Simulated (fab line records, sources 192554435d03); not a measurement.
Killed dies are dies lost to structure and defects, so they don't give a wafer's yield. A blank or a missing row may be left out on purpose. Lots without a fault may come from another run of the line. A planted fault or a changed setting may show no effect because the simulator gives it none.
Split-lot experiment | flow n5_finfet | 7 lots, 21 wafers read, on a route of 1938 steps

THE SPLIT
At N5_HKMG_FIN_ETCH_32 (etches SOC in N2/H2, target depth 240 nm, time 300 s), the setting bias_w was moved away from the recipe's 150 W on 9 of the 21 wafers read, by -16.1% to +14.5%. The other wafers ran this setting at the recipe's value.

The reading is taken at the split's own step.

THE READING
rf_vpp_V, in V, at N5_HKMG_FIN_ETCH_32 (etches SOC in N2/H2, target depth 240 nm, time 300 s). Fault-free wafers of this fab line usually give 524.1 V, standard deviation 2.3 V.

wafer  | tool, chamber at the split | bias_w as run, W | against the recipe | rf_vpp_V, V | against lot-mates on the recipe
L076.1 | rie_diel-06, 1             | 150              | recipe             | 527.0       | -
L076.4 | rie_diel-06, 1             | 150              | recipe             | 525.8       | -
L076.6 | rie_diel-06, 0             | 150              | recipe             | 523.8       | -
L077.2 | rie_diel-06, 1             | 134.2            | -10.5%             | 491.5       | -32.4
L077.3 | rie_diel-06, 0             | 150              | recipe             | 523.9       | -
L077.6 | rie_diel-06, 1             | 134.2            | -10.5%             | 491.1       | -32.8
L082.1 | rie_diel-03, 3             | 150              | recipe             | 524.8       | -
L082.4 | rie_diel-03, 1             | 150              | recipe             | 522.9       | -
L082.5 | rie_diel-03, 2             | 171.7            | +14.5%             | 574.8       | +51.0
L086.2 | rie_diel-06, 3             | 150              | recipe             | 523.1       | -
L086.3 | rie_diel-06, 2             | 141.5            | -5.7%              | 509.7       | -13.8
L086.6 | rie_diel-06, 0             | 150              | recipe             | 523.9       | -
L093.1 | rie_diel-02, 1             | 150              | recipe             | 525.5       | -
L093.2 | rie_diel-02, 2             | 150              | recipe             | 521.9       | -
L093.6 | rie_diel-02, 3             | 150              | recipe             | 524.9       | -
L094.1 | rie_diel-03, 3             | 140.2            | -6.5%              | 501.9       | no lot-mate on the recipe
L094.3 | rie_diel-03, 2             | 140.2            | -6.5%              | 504.6       | no lot-mate on the recipe
L094.6 | rie_diel-03, 0             | 140.2            | -6.5%              | 497.5       | no lot-mate on the recipe
L097.2 | rie_diel-03, 1             | 125.9            | -16.1%             | 468.8       | -55.4
L097.3 | rie_diel-03, 0             | 125.9            | -16.1%             | 464.1       | -60.1
L097.5 | rie_diel-03, 1             | 150              | recipe             | 524.2       | -

THE FIT
A straight line over all 21 wafers: rf_vpp_V changes by +3.47 V for each +1% of bias_w; r = +0.99; the points scatter about the line by 2.5 V.
The same after taking each lot's own level away (the mean of its wafers on the recipe; 18 wafers): +3.45 V for each +1%; r = +1.00; scatter 2.4 V.
On that fit, the largest move of bias_w shifts the reading by 55 V.
The lots' own levels span 523.50 to 525.53 V, that is 0.9 times the standard deviation above.
So the lot-to-lot level changes the slope little: the two slopes agree.
Check: with one of the wafers moved furthest among these (-16.1%) left out of the fit, the line predicts -54.8 V for it against its lot-mates. It came out at -55.4 V against them.
Tool readings at the split's step, against how far the setting was moved: rf_vpp_V r = +0.99.

OTHER SPLITS ON THESE WAFERS
These wafers also went through other splits before the reading. Each is held against what the fit with the lots' levels taken away leaves over:
other split on the same wafers  | wafers away from the commonest value | r with rf_vpp_V (lot level and that fit taken away)
N5_ZERO_LAYER_EXPOSE_08 dose_mj | 8                                    | +0.00
N5_ZERO_LAYER_DESCUM_16 time_s  | 6                                    | +0.18
N5_WELL_APT_EXPOSE_22 dose_mj   | 3                                    | +0.29
N5_WELL_APT_PEB_23 peb_time_s   | 6                                    | +0.44
N5_FIN_SAQP_ETCH_65 time_s      | 8                                    | -0.07
N5_FIN_SAQP_ETCH_64 bias_w      | 8                                    | -0.17
N5_SD_EPI_N_EXPOSE_06 dose_mj   | 7                                    | -0.31
N5_SDB_ETCH_25 time_s           | 7                                    | +0.33

THE WHOLE CHAIN: every reading that the file lists as answering this split, in the file's order
step                | what it does                                         | reading                                                                           | change (the file's fit)               | r (the file's)
N5_HKMG_FIN_ETCH_32 | etches SOC in N2/H2, target depth 240 nm, time 300 s | rf_vpp_V                                                                          | +3.42 V for each +1% of the setting   | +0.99
N5_HKMG_FIN_ETCH_32 | etches SOC in N2/H2, target depth 240 nm, time 300 s | SiARC_of_HKMG_FIN_COAT_30.thk_nm (the simulator's own value, which no gauge read) | -0.173 nm for each +1% of the setting | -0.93

THE FILE'S OWN FIT
rf_vpp_V changes by +3.42 V for each +1% of bias_w, r = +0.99.
